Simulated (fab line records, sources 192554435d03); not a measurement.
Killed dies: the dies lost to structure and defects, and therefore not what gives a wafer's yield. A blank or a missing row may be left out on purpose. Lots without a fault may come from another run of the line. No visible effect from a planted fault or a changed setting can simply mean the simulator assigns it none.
Split-lot trial	flow n5-finfet	7 lots, 21 wafers read, on a route of 1938 steps

SPLIT DETAILS
At N5_BEOL_M10_EXPOSE_08 (exposes mask M10), the setting dose-mj was moved away from the recipe's 53.75 on 9 of the 21 wafers read, by +2.2% to +5.6%. All remaining wafers had this setting at the recipe value.

FROM THE SPLIT TO THE READING: what the file shows between them, 15 steps
- N5_BEOL_M10_PEB_09: peb time 60 s
- N5_BEOL_M10_DEVELOP_10: develop time 30 s
- N5_BEOL_M10_CD_MEAS_11: target cd 64.1 nm
- N5_BEOL_M10_DESCUM_16: chemistry O2, time 7.9 s
- N5_BEOL_M10_ETCH_61: etches SiARC in CF4, target depth 39 nm, time 65 s
- N5_BEOL_M10_ETCH_62: etches SOC in N2/H2, target depth 110 nm, overetch 22 nm, time 165 s
- N5_BEOL_M10_STRIP_68: strips in N2/H2
- N5_BEOL_M10_STRIP_67: strips in CF4
- N5_BEOL_M10_HM_OPEN_17: chemistry Cl2/BCl3, target TiN, target depth 20 nm, overetch 6 nm
- N5_BEOL_M10_STRIP_19: strips in O2
- N5_BEOL_M10_CD_MEAS_18: pitch 140 nm, target cd 70 nm
- N5_BEOL_M10_COAT_63: time 60 s, resist thk 100 nm
- N5_BEOL_M10_COAT_64: time 60 s, resist thk 30 nm
- N5_BEOL_M10_PRECLEAN_42: cleans in residue remover, time 60 s
- N5_BEOL_M10_SRD_43: time 30 s

THE READING
At N5_BEOL_M10_CD_MEAS_35: cd-nm in nanometres, against a target cd of 70 nm. Typical for fault-free wafers on this fab line: 69.8 nm, with standard deviation 0.57 nm.

wafer	tool, chamber at the split	dose-mj as run	against the recipe	cd-nm, nm	against lot-mates on the recipe
L077.1	arfi-scanner-03, 0	53.75	recipe	70.2	-
L077.4	arfi-scanner-03, 0	56.77	+5.6%	73.8	+3.6
L077.6	arfi-scanner-03, 0	56.77	+5.6%	73.8	+3.6
L076.1	arfi-scanner-03, 0	55.58	+3.4%	70.7	+1.7
L076.2	arfi-scanner-03, 0	53.75	recipe	69.0	-
L076.3	arfi-scanner-03, 0	55.58	+3.4%	72.4	+3.4
L080.2	arfi-scanner-03, 0	55.78	+3.8%	72.2	+2.5
L080.3	arfi-scanner-03, 0	55.78	+3.8%	72.1	+2.4
L080.5	arfi-scanner-03, 0	53.75	recipe	69.7	-
L083.2	arfi-scanner-03, 0	54.94	+2.2%	70.8	+0.9
L083.4	arfi-scanner-03, 0	53.75	recipe	69.9	-
L083.6	arfi-scanner-03, 0	54.94	+2.2%	70.0	+0.1
L084.2	arfi-scanner-02, 0	53.75	recipe	69.8	-
L084.4	arfi-scanner-02, 0	53.75	recipe	69.9	-
L084.6	arfi-scanner-02, 0	53.75	recipe	70.6	-
L093.1	arfi-scanner-02, 0	53.75	recipe	70.4	-
L093.2	arfi-scanner-02, 0	53.75	recipe	70.1	-
L093.4	arfi-scanner-02, 0	56.75	+5.6%	73.4	+3.2
L094.2	arfi-scanner-02, 0	53.75	recipe	69.6	-
L094.3	arfi-scanner-02, 0	53.75	recipe	69.6	-
L094.4	arfi-scanner-02, 0	53.75	recipe	69.7	-

THE FIT
A straight line over all 21 wafers: cd-nm changes by +0.631 nm for each +1% of dose-mj; r = +0.93; the points scatter about the line by 0.55 nm.
The same after taking each lot's own level away (the mean of its wafers on the recipe; 21 wafers): +0.628 nm for each +1%; r = +0.95; scatter 0.47 nm.
On that fit, the largest move of dose-mj shifts the reading by 3.5 nm.
The lots' own levels span 69.00 to 70.25 nm, that is 2.2 times the standard deviation above.
So the lot-to-lot level changes the slope little: the two slopes agree.
Check: for one of the wafers moved furthest among these (+5.6%), held out of the fit, the line's prediction against its lot-mates is +3.45 nm. Against them it came out at +3.6 nm.

THE WHOLE CHAIN: every reading that the file lists as answering this split, in the file's order
step	what it does	reading	change (the file's fit)	r (the file's)
N5_BEOL_M10_CD_MEAS_11	target cd 64.1 nm	cd-nm	+0.581 nm for each +1% of the setting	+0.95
N5_BEOL_M10_ETCH_61	etches SiARC in CF4, target depth 39 nm, time 65 s	BEOL_M10.cd-offset-nm (the simulator's own value, which no gauge read)	+0.582 nm for each +1% of the setting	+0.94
N5_BEOL_M10_ETCH_62	etches SOC in N2/H2, target depth 110 nm, overetch 22 nm, time 165 s	BEOL_M10.cd-offset-nm (the simulator's own value, which no gauge read)	+0.588 nm for each +1% of the setting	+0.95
N5_BEOL_M10_CD_MEAS_18	pitch 140 nm, target cd 70 nm	cd-nm	+0.593 nm for each +1% of the setting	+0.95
N5_BEOL_M10_CD_MEAS_35	target cd 70 nm	cd-nm	+0.607 nm for each +1% of the setting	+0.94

THE FILE'S OWN FIT
cd-nm changes by +0.607 nm for each +1% of dose-mj, r = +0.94.
